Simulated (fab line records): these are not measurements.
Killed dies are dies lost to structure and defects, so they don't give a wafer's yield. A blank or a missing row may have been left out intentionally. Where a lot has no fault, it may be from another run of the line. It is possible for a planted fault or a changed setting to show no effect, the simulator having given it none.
Which of the tools did it? | flow n5-finfet | 10 lots with 30 wafers sampled at 4 steps, on a route of 1938 steps

## WHAT THE GAUGES READ, wafer by wafer
N5_BEOL_M7_INSPECT_30: inspects for defects (brightfield). Usual: 414 for raw-defect-count, sd 90.
lot  | measured     | on                | raw-defect-count | flag
L695 | day 9 22:29  | defect-inspect-01 | 376 525 399      |
L697 | day 10 05:14 | defect-inspect-01 | 363 493 351      |
L698 | day 10 22:41 | defect-inspect-02 | 441 462 390      |
L699 | day 10 22:54 | defect-inspect-02 | 422 339 420      |
L701 | day 11 14:42 | defect-inspect-01 | 399 477 392      |
L710 | day 14 09:35 | defect-inspect-01 | 407 421 469      |
L709 | day 14 09:38 | defect-inspect-02 | 407 402 413      |
L714 | day 14 11:53 | defect-inspect-01 | 543 443 560      |
L712 | day 14 16:45 | defect-inspect-01 | 391 363 387      |
L713 | day 15 11:11 | defect-inspect-01 | 409 433 415      |

N5_BEOL_M7_CD_MEAS_35: target cd 40 nm. Usual: 39.8 nm for cd-nm, sd 0.6.
lot  | measured     | on        | cd-nm (nm)     | flag
L695 | day 9 23:13  | cd-sem-02 | 39.8 40.2 40.0 |
L697 | day 10 05:58 | cd-sem-02 | 40.2 39.1 39.4 |
L698 | day 10 23:18 | cd-sem-02 | 40.6 40.4 40.4 |
L699 | day 10 23:33 | cd-sem-02 | 40.0 39.7 39.7 |
L701 | day 11 15:38 | cd-sem-02 | 40.2 39.4 40.3 |
L710 | day 14 10:13 | cd-sem-03 | 39.5 40.2 39.4 |
L709 | day 14 10:16 | cd-sem-02 | 38.1 40.5 39.5 |
L714 | day 14 12:30 | cd-sem-01 | 40.1 40.3 38.9 |
L712 | day 14 17:44 | cd-sem-01 | 39.7 40.0 38.9 |
L713 | day 15 11:47 | cd-sem-02 | 40.2 39.3 40.1 |

## WHICH TOOL RAN EACH LOT (tool, then ch and the chambers of the sampled wafers, then the start)
lot  | N5_BEOL_M7_ETCH_72                 | N5_BEOL_M7_VIA_ETCH_34
L695 | rie-diel-04 ch 0,3, day 9 22:33    | rie-diel-04 ch 0,3, day 9 22:42
L697 | rie-diel-06 ch 1,3, day 10 05:19   | rie-diel-06 ch 1,3, day 10 05:28
L698 | rie-diel-04 ch 0,2,3, day 10 22:46 | rie-diel-04 ch 0,2,3, day 10 22:54
L699 | rie-diel-06 ch 0,1,2, day 10 23:01 | rie-diel-06 ch 0,1,2, day 10 23:09
L701 | rie-diel-06 ch 0,3, day 11 15:06   | rie-diel-06 ch 0,3, day 11 15:14
L710 | rie-diel-02 ch 2,3, day 14 09:40   | rie-diel-02 ch 2,3, day 14 09:49
L709 | rie-diel-04 ch 1,2,3, day 14 09:43 | rie-diel-04 ch 1,2,3, day 14 09:52
L714 | rie-diel-02 ch 0,1,3, day 14 11:57 | rie-diel-02 ch 0,1,3, day 14 12:06
L712 | rie-diel-06 ch 2,3, day 14 17:11   | rie-diel-06 ch 2,3, day 14 17:19
L713 | rie-diel-06 ch 0,2,3, day 15 11:14 | rie-diel-06 ch 0,2,3, day 15 11:23
- N5_BEOL_M7_ETCH_72: etches underlayer in N2/H2, target depth 6.5 nm, time 5.2 s.
- N5_BEOL_M7_VIA_ETCH_34: etches SiCOH lowk in C4F6/O2, target depth 125.5 nm, time 50.5 s.

## WHAT THE TOOLS THEMSELVES READ (means of the sampled wafers that have a number; where no wafer has one, the mark that the record gives instead)
N5_BEOL_M7_ETCH_72. Usual: drypump-motor-current-A 5.6 A (standard deviation 0.35); etch-rf-on-time-s 5.24 s (standard deviation 0.099); oes-product-au 0.66 a.u. (standard deviation 0.061); rf-fwd-power-W 819.4 W (standard deviation 2.7); rf-vpp-V 523.8 V (standard deviation 2.3); showerhead-plenum-p-Torr 2.54 Torr (standard deviation 0.068); throttle-valve-pct 17.92 % (standard deviation 0.22).
lot  | tool        | drypump-motor-current-A (A) | etch-rf-on-time-s (s) | oes-product-au (a.u.) | rf-fwd-power-W (W) | rf-vpp-V (V) | showerhead-plenum-p-Torr (Torr) | throttle-valve-pct (%) | flag
L695 | rie-diel-04 | 5.8                         | 5.38                  | 0.60                  | 817.5              | 523.9        | 2.55                            | 17.79                  |
L697 | rie-diel-06 | 5.4                         | 5.16                  | 0.64                  | 816.9              | 522.2        | 2.47                            | 18.16                  |
L698 | rie-diel-04 | 5.8                         | 5.33                  | 0.61                  | 820.3              | 525.5        | 2.59                            | 17.82                  |
L699 | rie-diel-06 | 5.5                         | 5.19                  | 0.65                  | 821.4              | 523.3        | 2.54                            | 17.86                  |
L701 | rie-diel-06 | 5.2                         | 5.20                  | 0.59                  | 815.6              | 524.0        | 2.55                            | 17.95                  |
L710 | rie-diel-02 | 5.4                         | 5.19                  | 0.62                  | 819.3              | 523.0        | 2.55                            | 17.91                  |
L709 | rie-diel-04 | 5.8                         | 5.33                  | 0.61                  | 819.6              | 523.6        | 2.56                            | 17.88                  |
L714 | rie-diel-02 | 5.6                         | 5.18                  | 0.70                  | 817.5              | 525.1        | 2.58                            | 18.03                  |
L712 | rie-diel-06 | 5.8                         | 5.29                  | 0.65                  | 818.3              | 521.3        | 2.45                            | 18.02                  |
L713 | rie-diel-06 | 5.5                         | 5.13                  | 0.69                  | 820.2              | 523.0        | 2.49                            | 17.86                  |

N5_BEOL_M7_VIA_ETCH_34. Usual: O2_flow_sccm 10.002 sccm, standard deviation 0.03; drypump-motor-current-A 5.6 A, standard deviation 0.35; oes_ar_750_au 0.78 a.u., standard deviation 0.067; oes_f_703_au 0.78 a.u., standard deviation 0.067; oes_o_777_au 0.78 a.u., standard deviation 0.067; oes-product-au 0.77 a.u., standard deviation 0.072; rf-fwd-power-W 341.8 W, standard deviation 1.3; rf-vpp-V 659 V, standard deviation 11; showerhead-plenum-p-Torr 2.83 Torr, standard deviation 0.075; throttle-valve-pct 20.87 %, standard deviation 0.22.
lot  | tool        | O2_flow_sccm (sccm) | drypump-motor-current-A (A) | oes_ar_750_au (a.u.) | oes_f_703_au (a.u.) | oes_o_777_au (a.u.) | oes-product-au (a.u.) | rf-fwd-power-W (W) | rf-vpp-V (V) | showerhead-plenum-p-Torr (Torr) | throttle-valve-pct (%) | flag
L695 | rie-diel-04 | 10.013              | 5.8                         | 0.72                 | 0.71                | 0.71                | 0.70                  | 341.2              | 665          | 2.85                            | 20.78                  |
L697 | rie-diel-06 | 10.022              | 5.5                         | 0.74                 | 0.75                | 0.76                | 0.75                  | 341.3              | 654          | 2.76                            | 21.10                  |
L698 | rie-diel-04 | 10.009              | 5.8                         | 0.72                 | 0.71                | 0.72                | 0.71                  | 340.8              | 666          | 2.89                            | 20.77                  |
L699 | rie-diel-06 | 10.014              | 5.5                         | 0.65                 | 0.55                | 0.57                | 0.71                  | 259.8              | 762          | 2.84                            | 20.89                  | OFF
L701 | rie-diel-06 | 10.012              | 5.2                         | 0.60                 | 0.50                | 0.52                | 0.66                  | 260.1              | 762          | 2.86                            | 20.99                  | OFF
L710 | rie-diel-02 | 10.020              | 5.4                         | 0.73                 | 0.75                | 0.74                | 0.71                  | 341.8              | 643          | 2.81                            | 20.64                  |
L709 | rie-diel-04 | 10.013              | 5.8                         | 0.73                 | 0.72                | 0.72                | 0.73                  | 340.7              | 673          | 2.86                            | 20.77                  |
L714 | rie-diel-02 | 9.979               | 5.6                         | 0.82                 | 0.82                | 0.82                | 0.82                  | 340.6              | 655          | 2.87                            | 20.97                  |
L712 | rie-diel-06 | 9.988               | 5.8                         | 0.77                 | 0.78                | 0.78                | 0.76                  | 342.1              | 660          | 2.74                            | 21.01                  |
L713 | rie-diel-06 | 9.981               | 5.5                         | 0.80                 | 0.81                | 0.81                | 0.80                  | 342.5              | 661          | 2.79                            | 20.91                  |

## THE ANSWER, worked out from the rows above alone
Rule: a lot counts as off when the mean over its wafers that have a number is more than 3 standard deviations away from the usual mean. Also off: a lot with no number at a reading for which 4 or more lots have one. The other lots that the step has rows for count as sound. The gauges are gone through in route order, then the tools' own readings, and for those a lot's mean is taken as printed above. The first step at which some lot is off is used, and at that step the reading that is off furthest; a lot without a number counts as furthest.
Off: L699, L701 (N5_BEOL_M7_VIA_ETCH_34, rf-fwd-power-W).
A tool fits if, at that step or a process step before it, it ran every lot that is off, and no sound lot after the first of them. Of those tried, none fits.

## WHAT THE SIMULATOR PUT IN
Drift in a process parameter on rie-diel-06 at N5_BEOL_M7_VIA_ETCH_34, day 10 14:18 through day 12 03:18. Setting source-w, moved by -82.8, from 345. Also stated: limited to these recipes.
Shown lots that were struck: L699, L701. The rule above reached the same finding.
